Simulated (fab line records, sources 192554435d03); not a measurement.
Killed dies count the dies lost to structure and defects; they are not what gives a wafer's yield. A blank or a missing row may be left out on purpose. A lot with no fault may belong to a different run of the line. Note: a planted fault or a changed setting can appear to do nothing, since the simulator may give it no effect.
Problem report in the 8D (eight disciplines) form, filled by code	flow n5-finfet	the parts of the form that need people (team, actions taken, sign-off) are left out

1. THE ISSUE
oes-product-au at N5_BEOL_M10_HM_OPEN_17 reads a mean of 0.34 a.u. on 3 wafers of 2 lots; wafers without a fault read 0.67 a.u. with a standard deviation of 0.041. That is -8.1 standard deviations from the usual mean.
The step: chemistry Cl2/BCl3, target TiN, target depth 20 nm, overetch 6 nm.
Seen first at day 12 00:50 on rie-metal-01, wafer L584.1. The record holds 23 wafers of 8 lots with a number at this step. Rule for "out" (also "out of limits"): further than 4 standard deviations from the usual mean. The rest of the wafers with a number are treated as sound.

2. WHAT IT IS AND WHAT IT IS NOT
question	is	is not
which readings at this step	oes-product-au, throttle-valve-pct	bcl3-flow-sccm, drypump-motor-current-A, he-backside-leak-sccm, oes_ar_750_au
which lots	L584, L586	L576, L581, L592, L593, L597, L599
which wafers of those lots	L584.1, L584.3, L586.3	L586.2, L586.5
read on which tools	rie-metal-01	rie-metal-02, rie-metal-03
when	from day 12 00:50	up to then (6 sound wafers); but 14 sound wafers of L586, L592, L593, L597, L599 came after

3. SUSPECTS, AND WHAT RULES EACH OUT
Counting: if a tool at a process step up to the reading ran every lot that is out, it stays a suspect. Sound lots after the first of them don't rule it out here, since some wafers of a struck lot are sound.
- rie-diel-01 at N5_BEOL_M10_ETCH_62 (etches SOC in N2/H2, target depth 110 nm, overetch 22 nm, time 165 s): kept. It processed each lot that is out (first: L584, day 12 00:38); up to then, its last sound lot is L581 (day 11 09:43).
- rie-metal-01 at N5_BEOL_M10_HM_OPEN_17 (chemistry Cl2/BCl3, target TiN, target depth 20 nm, overetch 6 nm): kept. It ran every lot that is out, first L584 (day 12 00:50). On those wafers its own readings are out: oes-product-au, throttle-valve-pct.
The count leaves rie-metal-01 at N5_BEOL_M10_HM_OPEN_17 and rie-diel-01 at N5_BEOL_M10_ETCH_62.

4. THE CAUSE (what the simulator had put in)
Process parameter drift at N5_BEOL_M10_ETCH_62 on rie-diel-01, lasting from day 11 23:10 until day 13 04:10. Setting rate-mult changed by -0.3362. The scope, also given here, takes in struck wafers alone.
Counting left 2 suspects, and this tool is among them.

5. SEQUENCE OF EFFECTS, ordered by route
Each row: a reading where the mean over the struck wafers with a number is more than 3 standard deviations away from the usual. Only readings whose record carries a usual standard deviation are examined. hours: median over the lots of the time between each lot's start at the first step of this table that gives one and its start at this step. sigmas: the change, counted in usual standard deviations.
hours	step	reading	usual	on struck wafers	change	sigmas
0	N5_BEOL_M10_HM_OPEN_17	oes-product-au	0.67 a.u.	0.34	-0.33	-8.1
0	N5_BEOL_M10_HM_OPEN_17	throttle-valve-pct	22.02 %	22.68	+0.66	+4.7
57	N5_PASSIVATION_PROBE_49	defect-limited-yield	91.6 %	0.0	-91.6	-65
57	N5_PASSIVATION_PROBE_49	killed_at_M4_up	14	1100	+1086	+99 or more
57	N5_PASSIVATION_PROBE_49	killed-dies	99	1180	+1081	+64
57	N5_PASSIVATION_PROBE_49	killed-on-rim	13	152	+139	+37
57	N5_PASSIVATION_PROBE_49	sort_bin_5_function	4.9 %	96.5	+91.6	+99 or more
57	N5_PASSIVATION_PROBE_49	sort-n-pass	1081	0	-1081	-64
57	N5_PASSIVATION_PROBE_49	sort-yield-pct	91.6 %	0.0	-91.6	-65
It contains these process steps:
- N5_BEOL_M10_HM_OPEN_17: chemistry Cl2/BCl3, target TiN, target depth 20 nm, overetch 6 nm.
- N5_PASSIVATION_PROBE_49
Readings that are blank on the struck wafers while sound wafers have them: cd-nm at N5_BEOL_M10_CD_MEAS_18; trench-depth-nm at N5_BEOL_M10_OCD_MEAS_38.

6. WHAT WOULD HAVE CAUGHT IT SOONER
The fault began at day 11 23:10; the first out-of-limits reading in this record came at day 12 00:50, 2 hours later.
An alarm limit of 4 standard deviations would not have fired on the tool readings at N5_BEOL_M10_ETCH_62 for which the record gives a usual standard deviation, since none of them was out on any struck wafer.
Lots out: 2; of these, L586 started N5_BEOL_M10_ETCH_62 on rie-diel-01 after day 12 00:50. Putting the tool on hold at that point would have spared it.
